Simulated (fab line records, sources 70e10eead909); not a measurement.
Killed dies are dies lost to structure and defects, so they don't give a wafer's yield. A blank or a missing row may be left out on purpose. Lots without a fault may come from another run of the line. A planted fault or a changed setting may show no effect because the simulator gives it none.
fab line records | flow nand_harc | part 1 of 2: steps 1 to 21 of 26
record lots=5 wafers=15 last_day=23
route steps=1159 shown A_CHANNEL_HOLE_D1@451
lots that met no fault: from a run of the same line without faults
start_h: hours from the record's first day to the start of the lot's first wafer shown | wait_h: hours since the lot's step before | " the same as in the row above | L1.1+2: a row that stands for several wafers | - no value, or no start given | * or withheld: withheld | < > ~ a bound
route shown NAME@n: a module of which the file shows steps, and the number in the route of the first | usual: mean/standard deviation of fault-free wafers | same: alike in all rows | chamber/n: place in a boat | sites: the reading at each site | _std_site: their standard deviation | _edge_site: outer sites' mean less inner sites' | radius_mm: how far each site lies from the wafer's centre | mask NAME#n: copy n | behind: the tool/chamber that last shaped the wafer | hold: why the lot was held/for how many hours/how that ended | device: the transistor (n, p or np) that didn't switch | end of line: the same wafers' tests at the end of the route | a step without rows: its recipe alone | killed: dies lost to structure and defects at the first sort, not the wafer's yield | map: a wafer's dies, x killed, . not, _ none there
set.NAME: the setting as run; set.NAME@STEP: as run at that earlier step | model.NAME: the simulator's own value behind a step, which no gauge read
lots at some steps of the route; a table a step, a row a wafer
services: from which hour (start_h, from the record's first day; less than 0 if before it) a tool's chamber was out of use, for how many hours, and why
## steps
# step NHARC_A_CHANNEL_HOLE_D1_DEP_01
# recipe target_thk_a=1400 target_thk_nm=140 temp_c=400 pressure_torr=3.5 flow_sccm=200 rf_w=350 material=SiON
# usual heater_power_w=747/100 susceptor_temp_C=400.03/0.23
# columns lot.wafer tool chamber start_h wait_h heater_power_w susceptor_temp_C
L074.3 pecvd-04 0 172.74 1.0 790 399.95
L074.6 " 0 " " 768 400.12
L074.4 " 2 " " 717 400.10
L075.1 pecvd-03 1 188.38 1.6 748 400.08
L075.4 " 1 " " 774 399.84
L075.6 " 0 " " 826 399.72
L079.1 pecvd-03 1 202.62 1.6 834 399.94
L079.4 " 1 " " 847 399.76
L079.5 " 0 " " 842 400.23
L083.2 pecvd-03 0 223.57 1.5 797 400.14
L083.4 " 0 " " 817 400.25
L083.6 " 2 " " 738 399.90
L094.3 pecvd-04 2 303.23 1.0 687 399.93
L094.2 " 1 " " 818 400.11
L094.5 " 2 " " 685 399.83
# step NHARC_A_CHANNEL_HOLE_D1_DEHYDRATE_02
# recipe temp_c=150 time_s=120
# usual plate_temp_C=150.02/0.13
# columns lot.wafer tool chamber start_h wait_h plate_temp_C
L074.3 litho_track-01 0 173.01 0.2 149.92
L074.4 " 0 " " 150.02
L074.6 " 0 " " 149.88
L075.1 litho_track-01 0 188.65 0.2 150.01
L075.4 " 0 " " 149.84
L075.6 " 0 " " 149.84
L079.1 litho_track-01 0 202.89 0.2 150.20
L079.4 " 0 " " 150.18
L079.5 " 0 " " 149.97
L083.2 litho_track-04 0 223.85 0.2 150.01
L083.4 " 0 " " 149.98
L083.6 " 0 " " 149.87
L094.2 litho_track-06 0 303.50 0.2 149.72
L094.3 " 0 " " 149.71
L094.5 " 0 " " 149.90
# step NHARC_A_CHANNEL_HOLE_D1_HMDS_03
# recipe time_s=30
# columns lot.wafer tool chamber start_h wait_h
L074.3+4+6 litho_track-01 0 - -
L075.1+4+6 litho_track-01 0 - -
L079.1+4+5 litho_track-01 0 - -
L083.2+4+6 litho_track-04 0 - -
L094.2+3+5 litho_track-06 0 - -
# step NHARC_A_CHANNEL_HOLE_D1_COAT_36
# recipe temp_c=260 time_s=75
# usual plate_temp_C=259.99/0.18
# columns lot.wafer tool chamber start_h wait_h plate_temp_C
L074.3 litho_track-01 0 - - 260.17
L074.4 " 0 " " 259.95
L074.6 " 0 " " 259.93
L075.1 litho_track-01 0 - - 260.00
L075.4 " 0 " " 259.85
L075.6 " 0 " " 259.98
L079.1 litho_track-01 0 - - 259.93
L079.4 " 0 " " 259.73
L079.5 " 0 " " 260.13
L083.2 litho_track-04 0 - - 259.89
L083.4 " 0 " " 259.79
L083.6 " 0 " " 259.77
L094.2 litho_track-06 0 - - 260.00
L094.3 " 0 " " 259.92
L094.5 " 0 " " 260.17
# step NHARC_A_CHANNEL_HOLE_D1_COAT_37
# recipe temp_c=225 time_s=65
# usual plate_temp_C=224.98/0.16
# columns lot.wafer tool chamber start_h wait_h plate_temp_C
L074.3 litho_track-01 0 - - 225.00
L074.4 " 0 " " 224.93
L074.6 " 0 " " 224.95
L075.1 litho_track-01 0 - - 224.90
L075.4 " 0 " " 224.87
L075.6 " 0 " " 224.80
L079.1 litho_track-01 0 - - 225.22
L079.4 " 0 " " 225.25
L079.5 " 0 " " 225.07
L083.2 litho_track-04 0 - - 225.18
L083.4 " 0 " " 225.04
L083.6 " 0 " " 225.10
L094.2 litho_track-06 0 - - 224.91
L094.3 " 0 " " 224.87
L094.5 " 0 " " 224.79
# step NHARC_A_CHANNEL_HOLE_D1_COAT_04
# recipe spin_rpm=1500 resist_thk_nm=90
# usual spin_speed_rpm=1500.0/1.2
# columns lot.wafer tool chamber start_h wait_h spin_speed_rpm
L074.3 litho_track-01 0 - - 1500.9
L074.4 " 0 " " 1498.0
L074.6 " 0 " " 1499.1
L075.1 litho_track-01 0 - - 1501.2
L075.4 " 0 " " 1502.3
L075.6 " 0 " " 1501.6
L079.1 litho_track-01 0 - - 1500.1
L079.4 " 0 " " 1500.8
L079.5 " 0 " " 1501.3
L083.2 litho_track-04 0 - - 1499.4
L083.4 " 0 " " 1498.6
L083.6 " 0 " " 1500.8
L094.2 litho_track-06 0 - - 1501.3
L094.3 " 0 " " 1498.7
L094.5 " 0 " " 1499.0
# step NHARC_A_CHANNEL_HOLE_D1_SOFTBAKE_05
# recipe temp_c=105 time_s=55
# usual plate_temp_C=105.06/0.15
# columns lot.wafer tool chamber start_h wait_h plate_temp_C
L074.3 litho_track-01 0 - - 105.18
L074.4 " 0 " " 105.24
L074.6 " 0 " " 105.13
L075.1 litho_track-01 0 - - 105.00
L075.4 " 0 " " 105.16
L075.6 " 0 " " 105.04
L079.1 litho_track-01 0 - - 105.08
L079.4 " 0 " " 105.25
L079.5 " 0 " " 105.15
L083.2 litho_track-04 0 - - 105.19
L083.4 " 0 " " 105.02
L083.6 " 0 " " 105.10
L094.2 litho_track-06 0 - - 105.10
L094.3 " 0 " " 105.24
L094.5 " 0 " " 105.14
# step NHARC_A_CHANNEL_HOLE_D1_EBR_06
# columns lot.wafer tool chamber start_h wait_h
L074.3+4+6 litho_track-01 0 - -
L075.1+4+6 litho_track-01 0 - -
L079.1+4+5 litho_track-01 0 - -
L083.2+4+6 litho_track-04 0 - -
L094.2+3+5 litho_track-06 0 - -
# step NHARC_A_CHANNEL_HOLE_D1_EXPOSE_07
# recipe na=1.35 target_cd_nm=100 sigma_outer=0.3 dose_mj=59.65 mask_id=HOLE_D1
# usual reticle_temp_C=23.01/0.094
# same na=1.35
# columns lot.wafer tool chamber start_h wait_h mask reticle_temp_C
L074.3 arfi_scanner-02 0 173.34 - HOLE_D1#0 22.96
L074.4 " 0 " " HOLE_D1#0 23.14
L074.6 " 0 " " HOLE_D1#0 23.09
L075.1 arfi_scanner-02 0 188.96 - HOLE_D1#0 22.98
L075.4 " 0 " " HOLE_D1#0 23.14
L075.6 " 0 " " HOLE_D1#0 22.96
L079.1 arfi_scanner-02 0 203.08 - HOLE_D1#0 23.11
L079.4 " 0 " " HOLE_D1#0 23.21
L079.5 " 0 " " HOLE_D1#0 23.12
L083.2 arfi_scanner-03 0 224.04 - HOLE_D1#0 22.97
L083.4 " 0 " " HOLE_D1#0 23.28
L083.6 " 0 " " HOLE_D1#0 23.18
L094.2 arfi_scanner-01 0 303.69 - HOLE_D1#0 22.89
L094.3 " 0 " " HOLE_D1#0 22.90
L094.5 " 0 " " HOLE_D1#0 23.05
# step NHARC_A_CHANNEL_HOLE_D1_PEB_08
# recipe peb_temp_c=100 peb_time_s=65
# usual plate_temp_C=100.02/0.13
# columns lot.wafer tool chamber start_h wait_h plate_temp_C
L074.3 litho_track-04 0 173.39 0.0 100.26
L074.4 " 0 " " 100.03
L074.6 " 0 " " 100.27
L075.1 litho_track-04 0 189.02 0.1 99.98
L075.4 " 0 " " 99.86
L075.6 " 0 " " 99.91
L079.1 litho_track-01 0 203.14 0.1 100.00
L079.4 " 0 " " 99.87
L079.5 " 0 " " 99.84
L083.2 litho_track-01 0 224.09 0.1 99.89
L083.4 " 0 " " 100.14
L083.6 " 0 " " 100.16
L094.2 litho_track-04 0 303.75 0.1 100.07
L094.3 " 0 " " 100.02
L094.5 " 0 " " 99.87
# step NHARC_A_CHANNEL_HOLE_D1_DEVELOP_09
# recipe develop_time_s=35 dev_temp_c=23
# columns lot.wafer tool chamber start_h wait_h
L074.3+4+6 litho_track-04 0 - -
L075.1+4+6 litho_track-04 0 - -
L079.1+4+5 litho_track-01 0 - -
L083.2+4+6 litho_track-01 0 - -
L094.2+3+5 litho_track-04 0 - -
# step NHARC_A_CHANNEL_HOLE_D1_CD_MEAS_10
# recipe target_cd_nm=100 landing_energy_ev=500
# usual cd_nm=99.9/0.57
# columns lot.wafer tool chamber start_h wait_h cd_nm
L074.3 cd_sem-02 0 173.48 - 99.5
L074.4 " 0 " " 99.2
L074.6 " 0 " " 99.8
L075.1 cd_sem-03 0 189.10 - 100.1
L075.4 " 0 " " 99.1
L075.6 " 0 " " 100.1
L079.1 cd_sem-02 0 203.22 - 99.7
L079.4 " 0 " " 99.7
L079.5 " 0 " " 100.0
L083.2 cd_sem-03 0 224.17 - 99.3
L083.4 " 0 " " 99.5
L083.6 " 0 " " 99.2
L094.2 cd_sem-02 0 303.83 - 100.1
L094.3 " 0 " " 100.7
L094.5 " 0 " " 100.1
# step NHARC_A_CHANNEL_HOLE_D1_OVL_MEAS_11
# usual overlay_x_nm=-0.1/0.64 overlay_y_nm=-0.1/0.67
# columns lot.wafer tool chamber start_h wait_h overlay_x_nm overlay_y_nm
L074.3 overlay-02 - 173.56 - 0.7 -0.1
L074.4 " - " " 0.2 -0.3
L074.6 " - " " 0.1 -0.1
L075.1 overlay-02 - 189.19 - -0.8 0.8
L075.4 " - " " -1.0 0.8
L075.6 " - " " -0.9 1.3
L079.1 overlay-02 - 203.30 - -0.4 -0.8
L079.4 " - " " 0.0 -1.6
L079.5 " - " " -0.5 -0.9
L083.2 overlay-01 - 224.26 - -0.9 -0.2
L083.4 " - " " -1.1 0.2
L083.6 " - " " -1.0 0.5
L094.2 overlay-02 - 303.92 - -0.1 -0.4
L094.3 " - " " -0.1 0.5
L094.5 " - " " -0.5 -0.2
# step NHARC_A_CHANNEL_HOLE_D1_INSPECT_12
# usual raw_defect_count=5.2/2.6
# columns lot.wafer tool chamber start_h wait_h raw_defect_count
L074.3 defect_inspect-02 - 173.60 0.0 5
L074.4 " - " " 3
L074.6 " - " " 1
L075.1 defect_inspect-02 - 189.23 0.0 6
L075.4 " - " " 0
L075.6 " - " " 4
L079.1 defect_inspect-02 - 203.34 0.0 4
L079.4 " - " " 7
L079.5 " - " " 1
L083.2 defect_inspect-02 - 224.30 0.0 9
L083.4 " - " " 2
L083.6 " - " " 3
L094.2 defect_inspect-01 - 303.95 0.0 5
L094.3 " - " " 6
L094.5 " - " " 9
# step NHARC_A_CHANNEL_HOLE_D1_DESCUM_15
# recipe time_s=3 o2_flow_sccm=200 ar_flow_sccm=0 bias_power_w=0 chemistry=O2
# usual drypump_motor_current_A=5.9/0.47 o2_flow_sccm=199.9/0.53 oes_product_au=0.999/0.011 rf_vpp_V=57.8/0.92 showerhead_plenum_p_Torr=1.91/0.091 throttle_valve_pct=11.311/0.0093
# columns lot.wafer tool chamber start_h wait_h drypump_motor_current_A o2_flow_sccm oes_product_au rf_hours_counter_h rf_vpp_V showerhead_plenum_p_Torr throttle_valve_pct
L074.3 rie_diel-10 2 173.67 0.1 5.8 199.4 0.994 13 58.4 2.05 11.316
L074.4 " 0 " " 6.0 200.1 0.996 13 57.4 1.82 11.314
L074.6 " 2 " " 5.8 199.0 1.014 - 58.6 2.05 11.302
L075.4 rie_diel-13 2 189.29 0.1 5.5 199.4 0.973 6 60.3 2.05 11.307
L075.1 " 3 " " 6.1 199.2 0.999 5 57.0 1.81 11.315
L075.6 " 2 " " 5.5 199.8 0.986 - 58.6 2.05 11.314
L079.4 rie_diel-04 3 203.40 0.1 6.4 200.1 0.991 5 58.3 1.86 11.310
L079.1 " 2 " " 5.1 199.7 1.010 4 58.0 1.96 11.308
L079.5 " 0 " " 6.0 200.4 1.014 - 56.9 1.81 11.325
L083.2 rie_diel-13 3 224.37 0.1 6.1 199.9 0.990 8 58.0 1.81 11.317
L083.4 " 1 " " 6.3 199.3 1.008 9 59.3 2.05 11.321
L083.6 " 3 " " 6.2 200.9 0.993 - 57.2 1.81 11.320
L094.2 rie_diel-10 3 304.02 0.1 6.6 199.3 1.009 9 55.6 1.87 11.303
L094.3 " 0 " " 6.0 199.5 1.006 8 56.8 1.81 11.315
L094.5 " 3 " " 6.6 200.5 1.020 - 58.9 1.87 11.303
# step NHARC_A_CHANNEL_HOLE_D1_ETCH_38
# recipe target_depth_a=390 over_etch_frac=0.3 time_s=65 ion_energy_ev=80 cf4_flow_sccm=150 ar_flow_sccm=0 rf_w=300 bias_w=100 chemistry=CF4
# usual drypump_motor_current_A=5.9/0.47 oes_product_au=0.996/0.011 rf_vpp_V=151.2/1.2 showerhead_plenum_p_Torr=1.77/0.078 throttle_valve_pct=13.284/0.0084
# columns lot.wafer tool chamber start_h wait_h drypump_motor_current_A oes_product_au rf_hours_counter_h rf_vpp_V showerhead_plenum_p_Torr throttle_valve_pct
L074.4 rie_diel-10 0 173.75 0.1 6.0 1.000 13 150.8 1.69 13.274
L074.3 " 2 " " 5.8 1.004 13 154.1 1.88 13.279
L074.6 " 3 " " 6.6 0.995 - 149.8 1.74 13.279
L075.1 rie_diel-13 1 189.38 0.1 6.3 1.010 5 152.3 1.89 13.288
L075.4 " 2 " " 5.5 0.981 6 153.0 1.88 13.270
L075.6 " 0 " " 5.4 0.985 - 151.1 1.81 13.290
L079.4 rie_diel-04 3 203.49 0.1 6.4 0.986 5 151.0 1.72 13.293
L079.1 " 2 " " 5.1 0.999 4 151.1 1.81 13.295
L079.5 " 0 " " 6.0 1.000 - 150.3 1.68 13.284
L083.2 rie_diel-13 1 224.45 0.1 6.3 1.011 9 153.0 1.89 13.279
L083.4 " 2 " " 5.5 0.983 9 152.7 1.88 13.301
L083.6 " 3 " " 6.2 0.998 - 149.3 1.68 13.276
L094.3 rie_diel-10 3 304.10 0.1 6.6 1.009 9 151.3 1.73 13.294
L094.2 " 0 " " 6.0 0.996 8 149.5 1.68 13.278
L094.5 " 0 " " 6.0 0.988 - 150.2 1.68 13.294
# step NHARC_A_CHANNEL_HOLE_D1_ETCH_39
# recipe target_depth_a=2600 over_etch_frac=0.3 time_s=325 ion_energy_ev=200 n2_flow_sccm=150 h2_flow_sccm=150 ar_flow_sccm=0 rf_w=400 bias_w=150 chemistry=N2/H2
# usual drypump_motor_current_A=5.9/0.46 oes_product_au=0.998/0.011 rf_vpp_V=430.4/2.9 showerhead_plenum_p_Torr=2.04/0.1 throttle_valve_pct=14.172/0.0098
# columns lot.wafer tool chamber start_h wait_h drypump_motor_current_A oes_product_au rf_hours_counter_h rf_vpp_V showerhead_plenum_p_Torr throttle_valve_pct
L074.3 rie_diel-10 2 - - 5.9 1.007 13 434.9 2.19 14.164
L074.4 " 0 " " 6.0 1.005 13 426.9 1.94 14.162
L074.6 " 2 " " 5.8 1.006 - 434.8 2.19 14.185
L075.1 rie_diel-13 1 - - 6.3 1.005 5 435.1 2.19 14.162
L075.4 " 2 " " 5.4 0.973 6 435.8 2.19 14.187
L075.6 " 0 " " 5.4 0.988 - 431.8 2.09 14.175
L079.4 rie_diel-04 0 - - 6.0 0.996 5 426.7 1.92 14.168
L079.1 " 3 " " 6.5 0.985 5 429.4 1.98 14.162
L079.5 " 1 " " 6.1 0.988 - 427.9 1.96 14.179
L083.4 rie_diel-13 1 - - 6.3 1.015 9 434.6 2.19 14.177
L083.2 " 2 " " 5.4 0.978 9 433.8 2.19 14.159
L083.6 " 1 " " 6.3 1.001 - 434.8 2.19 14.176
L094.3 rie_diel-10 1 - - 5.3 1.005 7 432.5 2.10 14.169
L094.2 " 2 " " 5.9 0.987 7 434.1 2.18 14.169
L094.5 " 3 " " 6.6 1.006 - 429.5 2.00 14.182
# step NHARC_A_CHANNEL_HOLE_D1_ETCH_34
# recipe target_depth_a=1540 time_s=77 cf4_flow_sccm=100 chf3_flow_sccm=30 ar_flow_sccm=0 rf_w=500 bias_w=200 chemistry=CF4/CHF3
# usual drypump_motor_current_A=5.9/0.47 oes_product_au=0.941/0.024 rf_vpp_V=370.6/2.5 showerhead_plenum_p_Torr=1.57/0.071 throttle_valve_pct=16.802/0.0096
# columns lot.wafer tool chamber start_h wait_h drypump_motor_current_A oes_product_au rf_hours_counter_h rf_vpp_V showerhead_plenum_p_Torr throttle_valve_pct
L074.3 rie_diel-10 3 - - 6.6 0.924 14 369.8 1.55 16.808
L074.4 " 0 " " 6.0 0.917 13 367.9 1.50 16.807
L074.6 " 3 " " 6.6 0.935 - 369.7 1.54 16.784
L075.4 rie_diel-13 2 - - 5.4 0.918 6 373.9 1.68 16.813
L075.1 " 1 " " 6.3 0.946 6 373.6 1.68 16.805
L075.6 " 3 " " 6.1 0.936 - 367.5 1.49 16.814
L079.1 rie_diel-04 1 - - 6.1 0.917 5 369.6 1.52 16.813
L079.4 " 2 " " 5.1 0.931 4 371.6 1.61 16.795
L079.5 " 0 " " 6.0 0.938 - 368.0 1.49 16.805
L083.2 rie_diel-13 3 - - 6.1 0.917 9 367.9 1.49 16.793
L083.4 " 1 " " 6.3 0.930 9 374.5 1.68 16.805
L083.6 " 0 " " 5.4 0.927 - 372.1 1.61 16.818
L094.3 rie_diel-10 0 - - 6.0 0.920 9 367.2 1.50 16.798
L094.2 " 1 " " 5.3 0.923 7 371.5 1.62 16.796
L094.5 " 0 " " 6.0 0.919 - 368.8 1.50 16.789
# step NHARC_A_CHANNEL_HOLE_D1_ETCH_16
# recipe target_depth_a=31000 over_etch_frac=0.3 time_s=806 ion_energy_ev=150 o2_flow_sccm=400 cos_flow_sccm=20 ar_flow_sccm=0 rf_w=500 bias_w=300 chemistry=O2/COS
# usual drypump_motor_current_A=5.9/0.47 o2_flow_sccm=399.9/1.2 oes_product_au=0.999/0.012 rf_vpp_V=314.0/2.1 showerhead_plenum_p_Torr=3.11/0.14 throttle_valve_pct=28.330/0.0091
# columns lot.wafer tool chamber start_h wait_h drypump_motor_current_A o2_flow_sccm oes_product_au rf_hours_counter_h rf_vpp_V showerhead_plenum_p_Torr throttle_valve_pct
L074.4 rie_diel-10 0 - - 6.0 398.9 0.997 13 311.6 2.98 28.305
L074.3 " 2 " " 5.8 402.4 1.021 14 316.4 3.33 28.327
L074.6 " 1 " " 5.3 399.3 1.029 - 314.6 3.21 28.328
L075.4 rie_diel-13 0 - - 5.4 399.6 0.997 5 314.8 3.20 28.328
L075.1 " 1 " " 6.3 401.2 1.007 6 316.0 3.34 28.333
L075.6 " 3 " " 6.2 400.1 0.999 - 310.7 2.96 28.318
L079.1 rie_diel-04 1 - - 6.1 400.5 0.999 5 314.1 3.01 28.329
L079.4 " 0 " " 6.0 399.5 1.001 6 311.6 2.96 28.332
L079.5 " 1 " " 6.2 399.7 0.983 - 312.5 3.01 28.331
L083.4 rie_diel-13 2 - - 5.5 400.7 0.988 10 316.6 3.33 28.309
L083.2 " 1 " " 6.3 401.1 1.018 9 316.6 3.33 28.312
L083.6 " 3 " " 6.2 400.4 0.999 - 311.3 2.96 28.326
L094.3 rie_diel-10 2 - - 5.9 398.6 1.006 8 316.7 3.32 28.337
L094.2 " 1 " " 5.3 400.2 1.007 8 316.8 3.21 28.331
L094.5 " 3 " " 6.7 400.5 1.005 - 312.8 3.06 28.331
# step NHARC_A_CHANNEL_HOLE_D1_CD_MEAS_18
# usual cd_nm=100/3.4
# columns lot.wafer tool chamber start_h wait_h cd_nm
L074.3 cd_sem-01 - 174.77 - 100
L074.4 " - " " 100
L074.6 " - " " 102
L075.1 cd_sem-03 - 190.40 - 99
L075.4 " - " " 97
L075.6 " - " " 102
L079.1 cd_sem-01 - 204.51 - 100
L079.4 " - " " 98
L079.5 " - " " 99
L083.2 cd_sem-03 - 225.47 - 97
L083.4 " - " " 95
L083.6 " - " " 95
L094.2 cd_sem-02 - 305.12 - 99
L094.3 " - " " 96
L094.5 " - " " 103
# step NHARC_A_CHANNEL_HOLE_D1_ETCH_19
# recipe bias_v=1200 source_w=2500 pressure_mtorr=15 time_s=34.5 ar_flow_sccm=375 c4f8_flow_sccm=28.8 o2_flow_sccm=96.2 temp_c=-20 target_depth_a=* chemistry=C4F8/O2/Ar
# usual drypump_motor_current_A=5.6/0.44 o2_flow_sccm=96.22/0.27 showerhead_plenum_p_Torr=3.79/0.1 throttle_valve_pct=37.039/0.0093
# columns lot.wafer tool chamber start_h wait_h drypump_motor_current_A o2_flow_sccm rf_hours_counter_h showerhead_plenum_p_Torr throttle_valve_pct
L074.3 har_etch-02 1 174.88 0.1 5.7 96.29 - 3.93 37.026
L074.4 " 0 " " 6.1 96.28 - 3.68 37.035
L074.6 " 0 " " 6.1 96.18 - 3.68 37.056
L075.1 har_etch-01 1 190.49 0.1 5.3 95.88 195 3.77 37.044
L075.4 " 1 " " 5.3 96.33 - 3.77 37.040
L075.6 " 1 " " 5.3 96.42 - 3.77 37.017
L079.1 har_etch-02 0 204.60 0.1 6.1 96.35 113 3.68 37.043
L079.4 " 0 " " 6.1 96.38 - 3.68 37.038
L079.5 " 1 " " 5.6 95.99 - 3.92 37.027
L083.2 har_etch-01 1 225.56 0.1 5.3 96.49 212 3.76 37.032
L083.4 " 1 " " 5.3 97.15 - 3.76 37.057
L083.6 " 1 " " 5.3 96.59 - 3.76 37.031
L094.2 har_etch-02 0 305.20 0.1 6.1 95.69 158 3.65 37.044
L094.3 " 1 " " 5.6 95.99 - 3.89 37.054
L094.5 " 0 " " 6.1 95.70 - 3.65 37.040
